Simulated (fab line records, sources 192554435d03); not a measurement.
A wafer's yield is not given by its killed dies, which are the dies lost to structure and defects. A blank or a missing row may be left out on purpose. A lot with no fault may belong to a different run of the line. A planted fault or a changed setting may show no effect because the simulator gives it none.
Chamber matching	flow n5 finfet	3 sister chambers for N5_BEOL_M5_ETCH_67 on rie diel-01
The step etches SiARC in CF4, target depth 15.6 nm, time 26 s. 18 wafers are shown with their chamber, then 5 later ones without.

## WAFERS, EACH WITH ITS CHAMBER
wafer	chamber	showerhead plenum p Torr (Torr)	oes product au (a.u.)	etch rf on time s (s)
L081.2	2	2.16	0.73	25.0
L081.3	0	2.22	0.64	25.3
L081.5	3	2.10	0.57	26.9
L080.1	3	2.10	0.57	27.1
L080.3	0	2.22	0.63	25.2
L080.5	2	2.15	0.73	25.1
L084.2	0	2.22	0.63	25.3
L084.3	2	2.15	0.72	25.1
L084.5	0	2.22	0.62	24.9
L083.2	0	2.22	0.62	25.0
L083.4	0	2.22	0.63	25.0
L083.5	2	2.15	0.72	25.4
L085.3	0	2.22	0.63	24.9
L085.4	2	2.15	0.73	24.9
L085.6	0	2.22	0.63	25.0
L090.1	2	2.15	0.72	25.1
L090.2	0	2.22	0.62	25.1
L090.5	0	2.22	0.62	24.9

SIGNATURES (means of the wafers above)
reading	chamber 0	chamber 2	chamber 3	scatter within a chamber
showerhead plenum p Torr	2.2200	2.1517	2.1000	0.00236
oes product au	0.6270	0.7250	0.5700	0.00611
etch rf on time s	25.060	25.100	27.000	0.16
Rule: a wafer's distance from a chamber is the root of the sum, over the readings, of the square of ((its reading less the chamber's mean) divided by the reading's scatter). If the next closest chamber is less than 2 further off than the closest, the wafer can't be placed; otherwise it belongs to the closest. The scatter: take each reading less its chamber's mean, square it, sum over the shown wafers, divide by the number of wafers less the number of chambers, and take the root.

## WAFERS WITHOUT THEIR CHAMBER
wafer	showerhead plenum p Torr (Torr)	oes product au (a.u.)	etch rf on time s (s)
L091.2	2.15	0.70	25.3
L091.4	2.22	0.62	25.1
L095.1	2.21	0.61	25.3
L095.4	2.10	0.83	25.9
L097.6	2.14	0.70	25.4

## THE CHAMBER EACH PASSED THROUGH
wafer	from the rows above	in truth
L091.2	2	2
L091.4	0	0
L095.1	0	0
L095.4	2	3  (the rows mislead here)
L097.6	2	2
Correctly placed: 4 of 5. Number that these rows cannot place: 0. Wrongly placed: 1.
